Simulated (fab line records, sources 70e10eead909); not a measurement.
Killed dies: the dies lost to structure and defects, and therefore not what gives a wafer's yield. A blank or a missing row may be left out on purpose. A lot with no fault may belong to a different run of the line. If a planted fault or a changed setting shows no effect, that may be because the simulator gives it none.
A lot that was struck, set against a sound lot -- flow nand_harc -- 16 out of 1159 route steps
Sound: these wafers, L100.1, L100.4, L100.6. Struck: wafer L111.4 (left out: L111.1, L111.2 of the same lot, which were not struck); the cause appears at the end.
Each step with rows lists, per side, the tool, then ch with its chambers, then its first start. Under that, the readings that differ: sound wafers -- struck wafers -- difference of the means -- sigmas: that difference in standard deviations of wafers without a fault.
alike: a reading whose means differ by less than 2 such deviations, as well as words and numbers matching on both sides. not compared: withheld readings; readings where some wafer has no value; bounds like >300 that might hide an equal value; numbers whose values overlap and for which the record gives no deviation.
Wherever a step has rows on one side only, a row that says differs or no value, or a row with sigmas, the two part there. When numbers do not overlap yet have no deviation, they are printed without sigmas and do not part them. Lack of a reading on every wafer of one side parts them only where that side has two or more wafers.

first, 1 step without rows for these wafers: NHARC_P_M2_ETCH_35 (etches the open film in N2/H2, target depth 40 nm, overetch 12 nm, time 43.94 s).
NHARC_P_M2_ETCH_15: etches the open film in C4F8/Ar, target depth 182.5 nm, time 91.2 s.
  sound: rie_diel-02 ch 0,3; struck: rie_diel-06 ch 1
  alike: oes_product_au, rf_vpp_V
  not compared: rf_hours_counter_h
NHARC_P_M2_CD_MEAS_16:
  sound on cd_sem-02 at day 6 19:35; struck on cd_sem-02 at day 10 05:46
  alike: cd_nm
NHARC_P_M2_STRIP_18: strips in N2/H2.
  sound on rie_diel-06 ch 1,3, day 6 19:41; struck on rie_diel-02 ch 0, day 10 05:50
reading,sound,struck,difference,sigmas
drypump_motor_current_A (A),5.3 5.3 6.6,4.7,-1.0,-2
mfc_ar_sccm (sccm),0.027 0.027 0.013,0,+0,-2
throttle_valve_pct (%),14.180 14.188 14.177,14.156,-0.026,-3
  alike: h2_flow_sccm, oes_product_au, rf_vpp_V, showerhead_plenum_p_Torr
  not compared: rf_hours_counter_h
NHARC_P_M2_ETCH_28: etches the open film in CF4/N2, target depth 30 nm, time 72.99 s.
  sound: rie_diel-06 ch 1,2,3; struck: rie_diel-02 ch 0
reading,sound,struck,difference,sigmas
drypump_motor_current_A (A),5.3 6.6 5.7,4.7,-1.2,-2
throttle_valve_pct (%),19.779 19.799 19.802,19.814,+0.021,+2
  alike: mfc_ar_sccm, oes_product_au, rf_vpp_V, showerhead_plenum_p_Torr
  not compared: rf_hours_counter_h
then, 3 steps without rows for these wafers: NHARC_P_M2_STRIP_19 (strips in post etch residue remover, time 600 s); NHARC_P_M2_DEGAS_29 (time 60 s); NHARC_P_M2_PRE_CLEAN_30 (time 30 s).
NHARC_P_M2_PVD_20: deposits TaN, target thk 5 nm, time 8.06 s.
  sound on pvd_sputter-03; struck on pvd_sputter-01
reading,sound,struck,difference,sigmas
throttle_valve_pct (%),30.6 27.9 30.6,27.0,-2.7,-2
  alike: chamber_pressure_pa
NHARC_P_M2_PVD_21: deposits Cu, target thk 30 nm, time 20.49 s.
  sound on pvd_sputter-03; struck on pvd_sputter-01
  alike: chamber_pressure_pa, throttle_valve_pct
then, 2 steps without rows for these wafers: NHARC_P_M2_ECD_22 (material Cu, target thk 400 nm); NHARC_P_M2_ANNEAL_31 (time 90 s).
NHARC_P_M2_CMP_23: polishes, t overpolish 20 s, target thk 144.3 nm.
  sound on cmp-03 ch 0,1,2, day 6 21:31; struck on cmp-04 ch 2, day 10 07:37
reading,sound,struck,difference,sigmas
slurry_flow_ml_min,150.7 149.6 150.4,149.3,-0.9,-2
time_to_endpoint_s (s),30 27 26,15,-13,-4
  alike: motor_current_A
NHARC_P_M2_THK_MEAS_24: measures by xrf.
  sound on film_metro-01 at day 6 21:47; struck on film_metro-02 at day 10 07:55
reading,sound,struck,difference,sigmas
thk_nm (nm),145.1 145.4 142.7,135.3,-9.1,-6
then, 2 steps without rows for these wafers: NHARC_P_M2_SRD_25; NHARC_END_SORT_01.

## WHERE THEY PART
First at NHARC_P_M2_STRIP_18; last, within this record, at NHARC_P_M2_THK_MEAS_24.

WHY: what had been put in by the simulator
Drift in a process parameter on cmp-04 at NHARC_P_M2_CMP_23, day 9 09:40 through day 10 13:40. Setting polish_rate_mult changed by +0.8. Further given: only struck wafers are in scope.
